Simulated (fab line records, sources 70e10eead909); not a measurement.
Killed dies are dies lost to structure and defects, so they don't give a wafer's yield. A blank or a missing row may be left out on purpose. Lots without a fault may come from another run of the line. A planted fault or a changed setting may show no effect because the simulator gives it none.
fab line records | flow nand_harc
record lots=13 wafers=39 last_day=33
route steps=1302 shown P_M0@253 A_BONDPAD@1231 HYBRID_BOND@1243 THIN_TSV@1279 END@1302
lots that met no fault: from a run of the same line without faults
start_h: hours from the record's first day to the start of the lot's first wafer shown | wait_h: hours since the lot's step before | " the same as in the row above | L1.1+2: a row that stands for several wafers | - no value, or no start given | * or withheld: withheld | < > ~ a bound
route shown NAME@n: a module of which the file shows steps, and the number in the route of the first | usual: mean/standard deviation of fault-free wafers | same: alike in all rows | chamber/n: place in a boat | sites: the reading at each site | _std_site: their standard deviation | _edge_site: outer sites' mean less inner sites' | radius_mm: how far each site lies from the wafer's centre | mask NAME#n: copy n | behind: the tool/chamber that last shaped the wafer | hold: why the lot was held/for how many hours/how that ended | device: the transistor (n, p or np) that didn't switch | end of line: the same wafers' tests at the end of the route | a step without rows: its recipe alone | killed: dies lost to structure and defects at the first sort, not the wafer's yield | map: a wafer's dies, x killed, . not, _ none there
set.NAME: the setting as run; set.NAME@STEP: as run at that earlier step | model.NAME: the simulator's own value behind a step, which no gauge read
steps of the route over a sample of lots; a table a step, a row a wafer
services: from which hour (start_h, from the record's first day; less than 0 if before it) a tool's chamber was out of use, for how many hours, and why
## steps
# step NHARC_P_M0_DEP_00
# recipe target_thk_a=1500 target_thk_nm=150 temp_c=withheld pressure_torr=5 flow_sccm=200 rf_w=600 material=SiOC
# usual showerhead_vpp_V=1490/99
# columns lot.wafer tool chamber start_h wait_h showerhead_vpp_V
L931.1 pecvd-01 0 120.65 0.2 1602
L931.5 " 2 " " 1539
L931.4 " 0 " " 1565
L932.1 pecvd-04 2 127.84 0.1 1621
L932.5 " 1 " " 1314
L932.6 " 2 " " 1621
L933.3 pecvd-04 1 140.87 0.1 1326
L933.2 " 0 " " 1533
L933.4 " 0 " " 1539
L934.2 pecvd-04 1 145.82 0.1 1325
L934.6 " 0 " " 1548
L934.5 " 1 " " 1336
L935.3 pecvd-01 0 156.98 0.1 1564
L935.1 " 2 " " 1519
L935.5 " 0 " " 1527
L936.3 pecvd-04 0 167.67 0.1 1566
L936.5 " 2 " " 1602
L936.6 " 0 " " 1545
L937.5 pecvd-04 1 184.14 0.3 1324
L937.6 " 2 " " 1604
L937.4 " 0 " " 1562
L938.2 pecvd-04 2 191.95 0.1 1625
L938.3 " 0 " " 1562
L938.1 " 1 " " 1338
L939.3 pecvd-04 2 199.33 0.1 1612
L939.5 " 0 " " 1542
L939.4 " 1 " " 1324
L943.1 pecvd-04 0 235.22 0.1 1544
L943.4 " 1 " " 1342
L943.6 " 2 " " 1576
L950.3 pecvd-03 1 316.97 0.1 1536
L950.5 " 0 " " 1450
L950.6 " 2 " " 1426
L953.1 pecvd-03 1 338.31 0.2 1509
L953.6 " 2 " " 1415
L953.5 " 0 " " 1435
L954.1 pecvd-03 1 345.83 0.2 1511
L954.4 " 2 " " 1417
L954.5 " 1 " " 1503
# step NHARC_A_BONDPAD_CMP_19
# recipe t_overpolish_s=30 cu_recess_touch_s=16 target_thk_nm=169.82
# usual motor_current_A=11.5/1.2 overpolish_run_s=29.999/0.0085
# columns lot.wafer tool chamber start_h wait_h motor_current_A overpolish_run_s
L932.1 cmp-04 2 530.54 - 12.4 29.989
L932.5 " 0 " " 9.7 30.003
L932.6 " 1 " " 11.3 29.995
L931.4 cmp-04 1 531.84 - 11.4 29.995
L931.1 " 2 " " 13.0 29.995
L931.5 " 2 " " 12.2 29.992
L933.3 cmp-02 0 546.19 - 10.9 29.999
L933.2 " 1 " " 10.3 30.008
L933.4 " 3 " " 13.3 29.998
L935.3 cmp-03 3 572.04 - 12.5 29.990
L935.1 " 2 " " 13.6 30.013
L935.5 " 3 " " 11.6 29.999
L934.2 cmp-04 0 573.05 - 10.0 30.001
L934.5 " 3 " " 10.9 29.996
L934.6 " 0 " " 10.5 30.007
L936.3 cmp-04 3 588.21 - 10.5 30.000
L936.5 " 3 " " 10.6 30.007
L936.6 " 0 " " 10.1 29.994
L938.2 cmp-04 1 611.67 - 11.5 29.989
L938.3 " 3 " " 10.4 29.997
L938.1 " 0 " " 9.3 30.004
L939.3 cmp-03 3 615.33 - 11.4 29.998
L939.4 " 0 " " 12.1 29.999
L939.5 " 0 " " 12.4 29.999
L937.4 cmp-04 0 619.16 - 10.1 29.988
L937.5 " 1 " " 11.7 29.995
L937.6 " 2 " " 12.5 29.993
L943.4 cmp-03 0 647.43 - 13.1 29.999
L943.1 " 1 " " 9.6 30.006
L950.3 cmp-02 2 747.09 - 11.7 29.995
L950.6 " 1 " " 10.3 30.008
L950.5 " 2 " " 11.8 29.993
L953.1 cmp-03 0 749.21 - 12.8 29.986
L953.6 " 3 " " 11.6 29.993
L953.5 " 0 " " 12.0 29.995
L954.4 cmp-04 2 764.81 - 12.3 29.990
L954.1 " 1 " " 12.0 29.989
L954.5 " 2 " " 11.9 30.009
# step NHARC_HYBRID_BOND_INSPECT_06
# recipe inspect_instrument=ir_void
# usual raw_defect_count=92/26
# columns lot.wafer tool chamber start_h wait_h raw_defect_count
L932.1 defect_inspect-02 - 539.67 0.0 71
L932.5 " - " " 93
L932.6 " - " " 74
L931.1 defect_inspect-02 - 539.69 0.1 121
L931.4 " - " " 132
L931.5 " - " " 108
L933.2 defect_inspect-02 - 556.73 0.1 113
L933.3 " - " " 109
L933.4 " - " " 106
L935.1 defect_inspect-01 - 582.34 0.0 125
L935.3 " - " " 133
L935.5 " - " " 118
L934.2 defect_inspect-02 - 582.35 0.1 62
L934.5 " - " " 69
L934.6 " - " " 72
L936.3 defect_inspect-02 - 599.39 0.1 123
L936.5 " - " " 111
L936.6 " - " " 118
L938.1 defect_inspect-01 - 621.71 0.0 34
L938.2 " - " " 48
L938.3 " - " " 43
L939.3 defect_inspect-01 - 627.96 0.1 79
L939.4 " - " " 94
L939.5 " - " " 92
L937.4 defect_inspect-02 - 627.96 0.1 130
L937.5 " - " " 112
L937.6 " - " " 115
L943.1 defect_inspect-02 - 656.68 0.0 63
L943.4 " - " " 54
L950.3 defect_inspect-01 - 757.54 0.1 109
L950.5 " - " " 123
L950.6 " - " " 109
L953.1 defect_inspect-01 - 757.56 0.1 65
L953.5 " - " " 77
L953.6 " - " " 62
L954.1 defect_inspect-01 - 774.88 0.0 86
L954.4 " - " " 75
L954.5 " - " " 57
# step NHARC_THIN_TSV_DEGAS_53
# recipe temp_c=300 time_s=60
# usual heater_power_w=483/51 susceptor_temp_C=299.99/0.17
# columns lot.wafer tool chamber start_h wait_h heater_power_w susceptor_temp_C
L932.1 pvd_sputter-02 - 547.14 0.1 477 -
L932.5 " - " " 448 -
L932.6 " - " " 626 -
L931.4 pvd_sputter-01 - 549.50 0.1 411 299.73
L931.1 " - " " 493 299.88
L931.5 " - " " 420 299.99
L933.4 pvd_sputter-03 - 564.39 0.1 467 300.01
L933.3 " - " " 474 299.85
L933.2 " - " " 476 299.98
L935.1 pvd_sputter-02 - 589.87 0.1 477 -
L935.3 " - " " 449 -
L935.5 " - " " 470 -
L934.2 pvd_sputter-02 - 591.05 0.1 425 300.15
L934.6 " - " " 600 299.99
L934.5 " - " " 428 300.10
L936.3 pvd_sputter-03 - 606.75 0.1 496 299.86
L936.5 " - " " 465 299.97
L936.6 " - " " 488 300.08
L938.1 pvd_sputter-02 - 629.35 0.1 450 299.84
L938.3 " - " " 615 300.06
L938.2 " - " " 418 300.12
L939.3 pvd_sputter-03 - 635.46 0.1 464 -
L939.4 " - " " 475 -
L939.5 " - " " 468 -
L937.4 pvd_sputter-01 - 636.63 0.1 510 299.82
L937.5 " - " " 504 300.03
L937.6 " - " " 499 300.08
L943.4 pvd_sputter-03 - 665.22 0.1 493 -
L943.1 " - " " 457 -
L950.3 pvd_sputter-03 - 765.02 0.1 498 299.65
L950.5 " - " " 497 300.09
L950.6 " - " " 489 300.11
L953.1 pvd_sputter-02 - 766.60 0.1 431 -
L953.5 " - " " 443 -
L953.6 " - " " 605 -
L954.1 pvd_sputter-03 - 782.56 0.1 466 300.21
L954.4 " - " " 499 300.18
L954.5 " - " " 483 300.06
# step NHARC_END_SORT_01
# recipe temp_c=25
# usual defect_limited_yield=90.2/2.3 killed_at_array=62/15 killed_at_other=0.8/1 killed_at_periphery=3.7/2.6 killed_dies=66/15 killed_open=3.1/1.8 killed_short=2.6/1.7
# same gross_dies=677
# columns lot.wafer tool chamber start_h wait_h defect_limited_yield[%] killed_at_array killed_at_other killed_at_periphery killed_dies killed_open killed_short
L943.1 prober-01 0 674.57 2.5 92.6 47 2 1 50 5 3
L943.4 prober-01 0 676.95 3.4 93.5 41 1 2 44 2 2
L943.6 prober-01 0 678.54 4.0 0 50 1 626 677 1 5
# killed by level:class
L943.1 A_CHANNEL_HOLE_D1:chamber_film_flake=24 A_CONTACT:chamber_film_flake=7 A_ZERO_WELL:chamber_film_flake=2 A_SGD_CUT:chamber_film_flake=2 A_WL_FILL:chamber_film_flake=2 P_CONTACT:geometric_particle:open=1 A_SOURCE_PLATE:geometric_particle:short=1 A_CHANNEL_FILL_D1:geometric_particle:open=1
L943.4 A_CHANNEL_HOLE_D1:chamber_film_flake=31 A_CONTACT:chamber_film_flake=3 P_M0:geometric_particle:open=1 A_ONON_D1:geometric_particle:short=1 A_WL_FILL:geometric_particle:short=1 A_CONTACT:geometric_particle:open=1 P_GATE:chamber_film_flake=1 A_DECK1_JOINT:chamber_film_flake=1
L943.6 P_M0:area_dep=625 A_CHANNEL_HOLE_D1:chamber_film_flake=30 A_CONTACT:chamber_film_flake=5 A_SLIT:chamber_film_flake=3 A_M1:chamber_film_flake=2 P_M1:geometric_particle:short=1 A_CHANNEL_FILL_D1:geometric_particle:short=1 A_CHANNEL_FILL_D2:geometric_particle:short=1
## services
# columns tool chamber start_h hours kind
cmp-04 - 112.51 4.0 pm
pecvd-04 - 201.76 0.9 repair
cmp-04 - 202.21 1.0 repair
cmp-04 - 210.51 4.0 pm
cmp-04 - 216.85 1.9 repair
cmp-04 - 219.82 3.1 repair
cmp-04 - 228.29 3.6 repair
cmp-04 - 246.26 2.4 repair
cmp-04 - 250.94 1.8 repair
pecvd-04 - 276.10 13.0 pm
pecvd-04 - 302.30 1.9 repair
cmp-04 - 308.51 4.0 pm
pecvd-04 - 315.63 1.8 repair
pecvd-04 - 337.61 0.6 repair
cmp-04 - 364.39 1.3 repair
pecvd-04 - 371.44 1.2 repair
cmp-04 - 375.25 4.9 repair
cmp-04 - 406.51 4.0 pm
cmp-04 - 419.44 0.5 repair
pecvd-04 - 457.10 13.0 pm
cmp-04 - 504.51 4.0 pm
cmp-04 - 568.24 3.2 repair
pecvd-04 - 638.13 13.0 pm
pecvd-04 2 670.94 4.8 repair
## key
first_sign step=NHARC_END_SORT_01 reading=killed_at_periphery direction=up sigmas=99+ usual=3.7 struck=626
effect step=NHARC_END_SORT_01 reading=defect_limited_yield direction=down sigmas=39 usual=90.2 struck=0
more_kills_born_at NHARC_P_M0_DEP_00@pecvd-04=625
met_at NHARC_P_M0_DEP_00
struck_lots L943
struck_wafers L943.6
later_rows_left_out L943.6
not_acting_at NHARC_A_BONDPAD_CMP_19,NHARC_HYBRID_BOND_INSPECT_06,NHARC_THIN_TSV_DEGAS_53
onset_between 199.33 235.22
fault kind=process_parameter_drift tool=pecvd-04 chamber=- onset_h=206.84 steps=NHARC_P_M0_DEP_00 channel=target_thk_a offset=* shape=step end_h=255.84 scope=struck_wafers_only acts_in=* stated=*
# later_rows_left_out: the simulator's readings of these wafers behind a module that went badly wrong aren't trusted and aren't shown, but for the sort
